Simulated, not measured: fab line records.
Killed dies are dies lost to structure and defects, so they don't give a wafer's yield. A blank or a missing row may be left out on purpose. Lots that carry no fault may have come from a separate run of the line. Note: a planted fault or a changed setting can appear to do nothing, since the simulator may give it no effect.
Split-lot trial :: flow n5 finfet :: 21 wafers read from 7 lots, route of 1938 steps

## SPLIT DETAILS
At N5_BEOL_M1_ETCH_74 (etches underlayer in N2/H2, target depth 6.5 nm, time 5.2 s), the setting bias w was moved away from the recipe's 150 W on 5 of the 21 wafers read, by -6.7% to +17.3%. The other wafers ran this setting at the recipe's value.

The reading comes from the split's own step.

## THE READING
rf vpp V, in V, at N5_BEOL_M1_ETCH_74 (etches underlayer in N2/H2, target depth 6.5 nm, time 5.2 s). A value of 522.7 V with a standard deviation of 2.7 V is what fault-free wafers of this fab line usually give.

wafer: L078.1
tool, chamber at the split: rie diel-06, 1
bias w as run, W: 140.8
against the recipe: -6.1%
rf vpp V, V: 501.7
against lot-mates on the recipe: -18.9

wafer: L078.2
tool, chamber at the split: rie diel-06, 2
bias w as run, W: 150
against the recipe: recipe
rf vpp V, V: 520.2
against lot-mates on the recipe: -

wafer: L078.3
tool, chamber at the split: rie diel-06, 0
bias w as run, W: 150
against the recipe: recipe
rf vpp V, V: 521.0
against lot-mates on the recipe: -

wafer: L081.2
tool, chamber at the split: rie diel-03, 3
bias w as run, W: 150
against the recipe: recipe
rf vpp V, V: 519.2
against lot-mates on the recipe: -

wafer: L081.4
tool, chamber at the split: rie diel-03, 2
bias w as run, W: 175.9
against the recipe: +17.3%
rf vpp V, V: 574.6
against lot-mates on the recipe: +55.4

wafer: L081.5
tool, chamber at the split: rie diel-03, 1
bias w as run, W: 175.9
against the recipe: +17.3%
rf vpp V, V: 577.3
against lot-mates on the recipe: +58.1

wafer: L082.1
tool, chamber at the split: rie diel-06, 0
bias w as run, W: 150
against the recipe: recipe
rf vpp V, V: 522.0
against lot-mates on the recipe: -

wafer: L082.5
tool, chamber at the split: rie diel-06, 0
bias w as run, W: 150
against the recipe: recipe
rf vpp V, V: 523.9
against lot-mates on the recipe: -

wafer: L082.6
tool, chamber at the split: rie diel-06, 1
bias w as run, W: 140
against the recipe: -6.7%
rf vpp V, V: 498.8
against lot-mates on the recipe: -24.2

wafer: L087.1
tool, chamber at the split: rie diel-06, 1
bias w as run, W: 150
against the recipe: recipe
rf vpp V, V: 520.9
against lot-mates on the recipe: -

wafer: L087.3
tool, chamber at the split: rie diel-06, 0
bias w as run, W: 150
against the recipe: recipe
rf vpp V, V: 522.6
against lot-mates on the recipe: -

wafer: L087.4
tool, chamber at the split: rie diel-06, 3
bias w as run, W: 150
against the recipe: recipe
rf vpp V, V: 519.6
against lot-mates on the recipe: -

wafer: L088.1
tool, chamber at the split: rie diel-06, 1
bias w as run, W: 150
against the recipe: recipe
rf vpp V, V: 522.1
against lot-mates on the recipe: -

wafer: L088.4
tool, chamber at the split: rie diel-06, 0
bias w as run, W: 150
against the recipe: recipe
rf vpp V, V: 522.1
against lot-mates on the recipe: -

wafer: L088.6
tool, chamber at the split: rie diel-06, 1
bias w as run, W: 150
against the recipe: recipe
rf vpp V, V: 518.0
against lot-mates on the recipe: -

wafer: L090.2
tool, chamber at the split: rie diel-03, 1
bias w as run, W: 150
against the recipe: recipe
rf vpp V, V: 524.9
against lot-mates on the recipe: -

wafer: L090.4
tool, chamber at the split: rie diel-03, 2
bias w as run, W: 150
against the recipe: recipe
rf vpp V, V: 518.0
against lot-mates on the recipe: -

wafer: L090.5
tool, chamber at the split: rie diel-03, 0
bias w as run, W: 157.8
against the recipe: +5.2%
rf vpp V, V: 541.4
against lot-mates on the recipe: +19.9

wafer: L097.1
tool, chamber at the split: rie diel-05, 3
bias w as run, W: 150
against the recipe: recipe
rf vpp V, V: 525.3
against lot-mates on the recipe: -

wafer: L097.5
tool, chamber at the split: rie diel-05, 1
bias w as run, W: 150
against the recipe: recipe
rf vpp V, V: 527.8
against lot-mates on the recipe: -

wafer: L097.6
tool, chamber at the split: rie diel-05, 0
bias w as run, W: 150
against the recipe: recipe
rf vpp V, V: 526.8
against lot-mates on the recipe: -

FIT RESULTS
A straight line over all 21 wafers: rf vpp V changes by +3.18 V for each +1% of bias w; r = +0.99; the points scatter about the line by 2.8 V.
The same after taking each lot's own level away (the mean of its wafers on the recipe; 21 wafers): +3.32 V for each +1%; r = +1.00; scatter 1.8 V.
The reading moves by 57 V for the largest change in bias w, on that fit.
The lots' own levels span 519.20 to 526.63 V, that is 2.8 times the standard deviation above.
Hence the lot-to-lot level has little effect on the slope; both slopes agree.
Check: +58.7 V against its lot-mates is what the line predicts for one of the wafers moved furthest among these (+17.3%) when that wafer is left out of the fit. Against them it came out at +55.4 V.
Tool readings at the split's step, against how far the setting was moved: rf vpp V r = +0.99.

## FURTHER SPLITS ON THESE WAFERS
These wafers also went through other splits before the reading. Each is held against what the fit with the lots' levels taken away leaves over:
other split on the same wafers: N5_SDB_HM_DEP_00 time s
wafers away from the commonest value: 9
r with rf vpp V (lot level and that fit taken away): -0.14

other split on the same wafers: N5_GATE_CUT_ETCH_58 time s
wafers away from the commonest value: 10
r with rf vpp V (lot level and that fit taken away): -0.32

other split on the same wafers: N5_GATE_CUT_ALD_22 ald cycles
wafers away from the commonest value: 6
r with rf vpp V (lot level and that fit taken away): +0.12

other split on the same wafers: N5_GATE_CUT_CMP_23 platen rpm
wafers away from the commonest value: 7
r with rf vpp V (lot level and that fit taken away): +0.07

other split on the same wafers: N5_MOL_CONTACT_COAG_COAT_76 spin rpm
wafers away from the commonest value: 7
r with rf vpp V (lot level and that fit taken away): +0.04

other split on the same wafers: N5_BEOL_M0_CUTY_COAT_51 spin rpm
wafers away from the commonest value: 4
r with rf vpp V (lot level and that fit taken away): +0.01

## FILE'S OWN FIT
rf vpp V changes by +3.34 V for each +1% of bias w, r = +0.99.
